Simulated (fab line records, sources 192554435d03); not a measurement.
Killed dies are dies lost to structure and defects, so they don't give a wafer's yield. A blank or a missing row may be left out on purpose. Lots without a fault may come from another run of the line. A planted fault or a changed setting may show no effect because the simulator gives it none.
Problem report in the 8D (eight disciplines) form, filled by code | flow n5_finfet | the parts of the form that need people (team, actions taken, sign-off) are left out

1. THE PROBLEM
exposure_dose_mJ_cm2 at N5_BEOL_M1_EXPOSE_08 reads a mean of 34.51 on 3 wafers of 1 lot; wafers without a fault read 33.04 with a standard deviation of 0.096. That is +15 standard deviations from the usual mean.
The step: exposes mask M1.
First seen on wafer L143.1, day 9 21:22, on euv_scanner-01. The record holds 27 wafers of 9 lots with a number at this step. Rule for "out", or "out of limits": more than 4 standard deviations from the usual mean. The other wafers with a number count as sound.

2. WHAT IT IS AND WHAT IT IS NOT
question                    | is                     | is not
which readings at this step | exposure_dose_mJ_cm2   | -
which lots                  | L143                   | L129, L130, L131, L136, L138, L144, L148, L151
which wafers of those lots  | all that have a number | -
read on which tools         | euv_scanner-01         | euv_scanner-02
when                        | from day 9 21:22       | up to then (15 sound wafers); but 9 sound wafers of L144, L148, L151 came after

3. SUSPECTS, AND WHAT RULES EACH OUT
Counting: a tool at a process step up to the reading stays a suspect if it ran every lot that is out and no sound lot after the first of them.
- pecvd-04 at N5_BEOL_M1_PECVD_72 (deposits SiO2 from TEOS/O2, target thk 16 nm, time 18 s): ruled out as a lasting fault. Sound lots L148, L151 ran on it after its first lot that is out, L143 (day 9 18:39).
- euv_scanner-01 at N5_BEOL_M1_EXPOSE_08 (exposes mask M1): kept. It ran the lot that is out, L143 (day 9 21:22), and no sound lot after that; its last sound lot up to then is L136 (day 8 06:03). Its own readings are out on those wafers: exposure_dose_mJ_cm2.
Left after counting: euv_scanner-01 at N5_BEOL_M1_EXPOSE_08.

4. THE CAUSE (what the simulator had put in)
Process parameter drift: euv_scanner-01, from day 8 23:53 on, at N5_BEOL_M1_EXPOSE_08. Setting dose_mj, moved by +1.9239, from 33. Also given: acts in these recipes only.
Counting left only this tool.

5. THE CHAIN OF EFFECTS, in route order
Each row: a reading whose mean over the struck wafers that have a number lies more than 3 standard deviations from the usual. Only readings for which the record gives a usual standard deviation are gone through. hours: the time from each lot's start at the first step in this table that gives one to its start at this step, as a median over the lots. sigmas: the change in usual standard deviations.
hours | step                    | reading              | usual    | on struck wafers | change | sigmas
0     | N5_BEOL_M1_EXPOSE_08    | exposure_dose_mJ_cm2 | 33.04    | 34.51            | +1.47  | +15
0     | N5_BEOL_M1_CD_MEAS_11   | cd_nm                | 17.14 nm | 17.88            | +0.74  | +3.1
163   | N5_PASSIVATION_PROBE_49 | defect_limited_yield | 91.3 %   | 62.6             | -28.7  | -19
163   | N5_PASSIVATION_PROBE_49 | killed_at_M0_to_M3   | 35       | 365              | +330   | +38
163   | N5_PASSIVATION_PROBE_49 | killed_dies          | 103      | 441              | +338   | +19
163   | N5_PASSIVATION_PROBE_49 | killed_on_rim        | 14       | 62               | +48    | +11
163   | N5_PASSIVATION_PROBE_49 | sort_bin_5_function  | 5.1 %    | 23.2             | +18.1  | +18
163   | N5_PASSIVATION_PROBE_49 | sort_bin_6_memory    | 3.3 %    | 12.9             | +9.6   | +14
163   | N5_PASSIVATION_PROBE_49 | sort_n_pass          | 1077     | 739              | -338   | -19
163   | N5_PASSIVATION_PROBE_49 | sort_yield_pct       | 91.2 %   | 62.6             | -28.6  | -19
The process steps in it:
- N5_BEOL_M1_EXPOSE_08: exposes mask M1.
- N5_PASSIVATION_PROBE_49
Later measuring or inspecting steps at which every struck wafer that the step has a row for has a number for every such reading, and none has moved that far: N5_BEOL_M1_OVL_MEAS_12, N5_BEOL_M4_RC_MEAS_101.

6. WHAT WOULD HAVE CAUGHT IT SOONER
In this record the first reading out of limits was taken at day 9 21:22, 21 hours after the fault began at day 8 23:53.
